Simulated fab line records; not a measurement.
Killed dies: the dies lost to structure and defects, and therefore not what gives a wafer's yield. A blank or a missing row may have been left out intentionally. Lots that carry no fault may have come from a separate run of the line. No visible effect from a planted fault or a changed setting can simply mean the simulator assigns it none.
Struck lot and sound lot, side by side | flow nand-harc | 14 steps out of a route of 1159
Sound: the wafers L253.2, L253.4, L253.5. Struck: wafers L250.4, L250.5, L250.6. The cause is given at the end.
At each step with rows: each side's tool, then ch and its chambers, then its first start. Under that, the readings that differ: sound wafers | struck wafers | difference of the means | sigmas: that difference in standard deviations of wafers without a fault.
alike: words and numbers the same on both sides, and readings whose means are apart by under 2 such deviations; not compared: readings that were withheld, readings missing a value for some wafer, numbers with overlapping values and no deviation given by the record, and bounds like >300 which may hide the same value.
Wherever a step has rows on one side only, a row that says differs or no value, or a row with sigmas, the two part there. When numbers do not overlap yet have no deviation, they are printed without sigmas and do not part them. A reading that every wafer of one side lacks parts them only if that side has two wafers or more.

NHARC_A_ZERO_WELL_INSPECT_17:
  sound on defect-inspect-01 at day 9 17:38; struck on defect-inspect-01 at day 10 06:37
  alike: raw-defect-count
then, 3 steps without rows for these wafers: NHARC_A_SOURCE_PLATE_PRECLEAN_00 (cleans in HF-LAST, time 60 s); NHARC_A_SOURCE_PLATE_SRD_01; NHARC_A_SOURCE_PLATE_OXIDE_02 (material SiO2, target thk 10 nm, ox time 1362 s).
NHARC_A_SOURCE_PLATE_THK_MEAS_09: measures by ellipsometry.
  sound on film-metro-02 at day 10 00:50; struck on film-metro-01 at day 10 14:16
  alike: thk-nm
then, 3 steps without rows for these wafers: NHARC_A_SOURCE_PLATE_PVD_04 (deposits WSi2, target thk 50 nm); NHARC_A_SOURCE_PLATE_CVD_03 (deposits poly-Si, target thk 200 nm, time 4000 s); NHARC_A_SOURCE_PLATE_ANNEAL_05 (time 1800 s).
NHARC_A_SOURCE_PLATE_THK_MEAS_06: measures by ellipsometry.
  sound on film-metro-01 at day 10 14:21; struck on film-metro-02 at day 11 03:38
  alike: thk-nm
NHARC_A_SOURCE_PLATE_INSPECT_08:
  sound on defect-inspect-02 at day 10 14:26; struck on defect-inspect-02 at day 11 03:43
  alike: raw-defect-count
NHARC_A_ONON_D1_DEP_00: target thk 1000 nm.
  sound on pecvd-onon-03 ch 0, day 10 14:34; struck on pecvd-onon-01 ch 0, day 11 04:09
  alike: susceptor-temp-C
NHARC_A_ONON_D1_THK_MEAS_02: measures by ellipsometry.
  sound on film-metro-02 at day 10 15:03; struck on film-metro-01 at day 11 04:29
  reading     | sound          | struck      | difference | sigmas
  thk-nm (nm) | 1006 1006 1005 | 406 406 407 | -599       | -71
next comes 1 step that has no rows for these wafers: NHARC_A_ONON_D1_DEP_03 (target thickness 1000 nm).
-- jump in the record: it breaks off in module A_ONON_D1 and resumes in module END (first step shown: number 1159 of the route), and 11 days separate the struck wafers' starts before and after --
NHARC_END_SORT_01:
  here the record holds rows for the struck wafers (prober-02 ch 0, day 22 16:08) but none for the sound ones

## WHERE THEY PART
At NHARC_A_ONON_D1_THK_MEAS_02 first; at NHARC_END_SORT_01 last (within this record only).

WHY: what had been put in by the simulator
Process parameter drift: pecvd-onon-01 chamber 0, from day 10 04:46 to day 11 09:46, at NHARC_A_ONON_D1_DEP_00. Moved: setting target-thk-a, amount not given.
